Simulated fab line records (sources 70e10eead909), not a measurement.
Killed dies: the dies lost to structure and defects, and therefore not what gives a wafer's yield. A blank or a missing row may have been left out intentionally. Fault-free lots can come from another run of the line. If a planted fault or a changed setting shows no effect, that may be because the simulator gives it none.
Which tool is to blame? -- flow nand_harc -- 12 lots with 36 wafers sampled at 7 steps, on a route of 1302 steps

WHAT THE GAUGES SHOWED, per wafer
NHARC_A_ONON_D2_THK_MEAS_34: measures by ellipsometry. Usual: thk_nm reads 199.4 nm (standard deviation 2.6).
lot,measured,on,thk_nm (nm),flag
L827,day 14 07:44,film_metro-01,202.5 200.0 203.9,
L828,day 14 07:45,film_metro-02,197.1 198.7 199.7,
L832,day 15 00:55,film_metro-02,202.6 204.1 206.1,
L833,day 15 00:59,film_metro-02,200.6 200.9 199.7,
L835,day 16 06:42,film_metro-02,198.3 199.2 200.0,
L837,day 17 14:14,film_metro-01,197.3 198.2 198.4,
L839,day 17 17:40,film_metro-02,198.8 202.4 202.8,
L842,day 19 07:25,film_metro-01,194.4 196.4 199.5,
L843,day 20 05:37,film_metro-02,198.6 198.4 201.9,
L848,day 22 00:47,film_metro-01,197.1 196.6 202.2,
L849,day 22 12:23,film_metro-02,199.6 199.2 201.5,
L850,day 22 17:15,film_metro-01,197.3 199.6 199.9,

NHARC_A_ONON_D2_INSPECT_32. Usual: raw_defect_count reads 386 (standard deviation 140).
lot,measured,on,raw_defect_count,flag
L827,day 14 07:48,defect_inspect-02,460 632 551,
L828,day 14 07:49,defect_inspect-01,288 391 257,
L832,day 15 00:58,defect_inspect-01,350 562 302,
L833,day 15 01:04,defect_inspect-02,329 619 408,
L835,day 16 06:47,defect_inspect-01,386 369 327,
L837,day 17 14:17,defect_inspect-02,358 353 275,
L839,day 17 17:44,defect_inspect-02,494 756 482,
L842,day 19 07:29,defect_inspect-01,203 241 436,
L843,day 20 05:41,defect_inspect-01,435 386 350,
L848,day 22 00:52,defect_inspect-01,282 260 342,
L849,day 22 12:28,defect_inspect-01,216 223 307,
L850,day 22 17:20,defect_inspect-01,274 148 235,

NHARC_A_CHANNEL_HOLE_D2_INSPECT_12. Usual: raw_defect_count reads 25 (standard deviation 22).
lot,measured,on,raw_defect_count,flag
L827,day 14 11:02,defect_inspect-01,53 52 59,
L828,day 14 12:34,defect_inspect-02,4 6 5,
L832,day 15 05:40,defect_inspect-02,6 11 7,
L833,day 15 06:53,defect_inspect-02,58 59 67,
L835,day 16 09:36,defect_inspect-01,47 60 52,
L837,day 17 17:08,defect_inspect-01,17 15 12,
L839,day 17 21:31,defect_inspect-01,12 10 13,
L842,day 19 14:10,defect_inspect-01,370 399 395,OFF
L843,day 20 08:23,defect_inspect-02,394 408 404,OFF
L848,day 22 03:42,defect_inspect-02,4 6 6,
L849,day 22 15:10,defect_inspect-02,2 1 5,
L850,day 22 20:13,defect_inspect-01,36 21 31,

NHARC_A_CHANNEL_HOLE_D2_INSPECT_40. Usual: raw_defect_count reads 270 (standard deviation 84).
lot,measured,on,raw_defect_count,flag
L827,day 14 17:58,defect_inspect-02,360 415 446,
L828,day 14 22:02,defect_inspect-01,189 234 202,
L832,day 15 16:04,defect_inspect-02,236 372 180,
L833,day 15 18:34,defect_inspect-02,281 453 331,
L835,day 16 16:34,defect_inspect-02,304 265 262,
L837,day 18 00:07,defect_inspect-01,237 228 225,
L839,day 18 04:28,defect_inspect-02,320 456 344,
L842,day 19 21:07,defect_inspect-02,580 619 703,OFF
L843,day 20 15:19,defect_inspect-01,661 648 644,OFF
L848,day 22 12:27,defect_inspect-02,205 186 230,
L849,day 22 22:04,defect_inspect-02,137 160 209,
L850,day 23 03:08,defect_inspect-02,183 124 183,

NHARC_END_SORT_01. Usual: killed_at_array 50, standard deviation 18; killed_at_other 0.8, standard deviation 1.1; killed_at_periphery 4.1, standard deviation 2.9; killed_dies 55, standard deviation 18; killed_open 3.5, standard deviation 1.9; killed_short 2.4, standard deviation 1.5.
lot,measured,on,killed_at_array,killed_at_other,killed_at_periphery,killed_dies,killed_open,killed_short,flag
L832,day 27 08:54,prober-01,22 25 28,3 0 1,4 5 2,29 30 31,6 4 8,2 5 1,
L833,day 27 09:45,prober-02,84 80 76,1 0 0,14 1 8,99 81 84,6 2 5,1 1 5,
L835,day 27 23:31,prober-02,59 56 59,0 2 1,4 3 4,63 61 64,6 1 8,5 3 3,
L837,day 29 06:49,prober-01,46 67 63,0 0 0,3 7 6,49 74 69,2 6 4,2 3 2,
L839,day 28 22:06,prober-01,32 35 39,5 4 1,2 6 3,39 45 43,3 2 3,3 5 3,
L842,day 30 16:34,prober-01,95 93 69,0 2 0,2 1 4,97 96 73,3 6 3,3 4 1,
L843,day 31 17:20,prober-02,112 111 91,0 0 2,18 7 10,130 118 103,6 4 2,2 1 4,OFF
L850,day 34 10:21,prober-02,35 36 35,1 2 1,2 2 4,38 40 40,7 3 2,1 2 4,

EACH LOT AND THE TOOL THAT RAN IT (in order: tool; ch and the chambers of the sampled wafers; start)
lot,NHARC_A_CHANNEL_HOLE_D2_DEP_01,NHARC_A_CHANNEL_HOLE_D2_ETCH_16
L827,"pecvd-04 ch 0,2, day 14 10:13","rie_diel-07 ch 0,1,2, day 14 17:58 or earlier"
L828,"pecvd-04 ch 0,1,2, day 14 11:43","rie_diel-08 ch 0,2,3, day 14 22:02 or earlier"
L832,"pecvd-01 ch 0,1,2, day 15 04:52","rie_diel-09 ch 0,1,3, day 15 16:04 or earlier"
L833,"pecvd-04 ch 0,1,2, day 15 06:14","rie_diel-09 ch 0,1,3, day 15 18:34 or earlier"
L835,"pecvd-02 ch 0,1,2, day 16 08:47","rie_diel-07 ch 0,3, day 16 16:34 or earlier"
L837,"pecvd-02 ch 0,2, day 17 16:17","rie_diel-09 ch 1,3, day 18 00:07 or earlier"
L839,"pecvd-02 ch 0,1, day 17 20:43","rie_diel-09 ch 0,1,2, day 18 04:28 or earlier"
L842,"pecvd-04 ch 0,1,2, day 19 13:17","rie_diel-08 ch 1,3, day 19 21:07 or earlier"
L843,"pecvd-04 ch 0,1,2, day 20 07:40","rie_diel-09 ch 0,1,2, day 20 15:19 or earlier"
L848,"pecvd-01 ch 0,1,2, day 22 02:53","rie_diel-07 ch 0,3, day 22 12:27 or earlier"
L849,"pecvd-02 ch 0,1,2, day 22 14:28","rie_diel-07 ch 0,2, day 22 22:04 or earlier"
L850,"pecvd-01 ch 1,2, day 22 19:21","rie_diel-08 ch 2,3, day 23 03:08 or earlier"
- NHARC_A_CHANNEL_HOLE_D2_DEP_01: deposits SiON, target thk 140 nm.
- NHARC_A_CHANNEL_HOLE_D2_ETCH_16: etches the open film in O2/COS, target depth 3100 nm, time 806 s.

WHAT THE TOOLS THEMSELVES READ (means of the sampled wafers that have a number; where no wafer has one, the mark that the record gives instead)
NHARC_A_CHANNEL_HOLE_D2_DEP_01. Usual: heater_power_w reads 722 W (standard deviation 83).
lot,tool,heater_power_w (W),flag
L827,pecvd-04,736,
L828,pecvd-04,747,
L832,pecvd-01,704,
L833,pecvd-04,690,
L835,pecvd-02,752,
L837,pecvd-02,764,
L839,pecvd-02,703,
L842,pecvd-04,655,
L843,pecvd-04,693,
L848,pecvd-01,633,
L849,pecvd-02,706,
L850,pecvd-01,682,

NHARC_A_CHANNEL_HOLE_D2_ETCH_16. Usual: bias_w 300.0 W, standard deviation 0.93; drypump_motor_current_A 5.6 A, standard deviation 0.6; oes_product_au 0.999 a.u., standard deviation 0.0068; rf_vpp_V 315.8 V, standard deviation 1.6; showerhead_plenum_p_Torr 3.22 Torr, standard deviation 0.095; throttle_valve_pct 28.330 %, standard deviation 0.009.
lot,tool,bias_w (W),drypump_motor_current_A (A),oes_product_au (a.u.),rf_vpp_V (V),showerhead_plenum_p_Torr (Torr),throttle_valve_pct (%),flag
L827,rie_diel-07,300.4,5.6,1.004,316.4,3.26,28.336,
L828,rie_diel-08,299.5,5.6,0.993,313.0,3.01,28.332,
L832,rie_diel-09,299.5,5.5,1.000,316.0,3.26,28.328,
L833,rie_diel-09,299.9,5.5,1.004,316.7,3.26,28.332,
L835,rie_diel-07,299.2,6.1,0.997,314.9,3.18,28.337,
L837,rie_diel-09,299.8,5.6,1.000,316.8,3.28,28.329,
L839,rie_diel-09,300.1,5.2,1.005,317.0,3.27,28.328,
L842,rie_diel-08,300.0,5.4,0.995,314.7,3.21,28.329,
L843,rie_diel-09,300.2,5.2,1.000,316.2,3.27,28.335,
L848,rie_diel-07,300.0,6.0,1.001,315.9,3.18,28.334,
L849,rie_diel-07,300.4,5.0,1.003,315.4,3.23,28.324,
L850,rie_diel-08,300.3,5.4,1.002,314.3,3.09,28.331,

THE ANSWER, worked out from the rows above alone
Rule: a lot is off if the mean of its wafers that have a number lies more than 3 standard deviations from the usual mean. Also off: a lot with no number at a reading for which 4 or more lots have one. The other lots that the step has rows for count as sound. After the gauges, taken in route order, come the tools' own readings; for these a lot's mean is taken, as printed above. The first step at which some lot is off is used, and at that step the reading that is off furthest; a lot without a number counts as furthest.
Off: L842, L843 (NHARC_A_CHANNEL_HOLE_D2_INSPECT_12, raw_defect_count).
If a tool, at a process step before that reading, ran all the lots that are off and no sound lot after the first of them, it fits. The gauges at NHARC_A_CHANNEL_HOLE_D2_INSPECT_12 are tried like those tools. One candidate fits, namely pecvd-04 at NHARC_A_CHANNEL_HOLE_D2_DEP_01. Its last sound lot is L833 (day 15 06:14), its first lot that is off L842 (day 19 13:17): a fault that began between those two fits.

WHAT THE SIMULATOR HAD PUT IN
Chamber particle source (pecvd-04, NHARC_A_CHANNEL_HOLE_D2_DEP_01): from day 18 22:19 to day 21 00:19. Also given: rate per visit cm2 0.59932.
Struck lots among those shown: L842, L843. The rule given above showed the same thing.
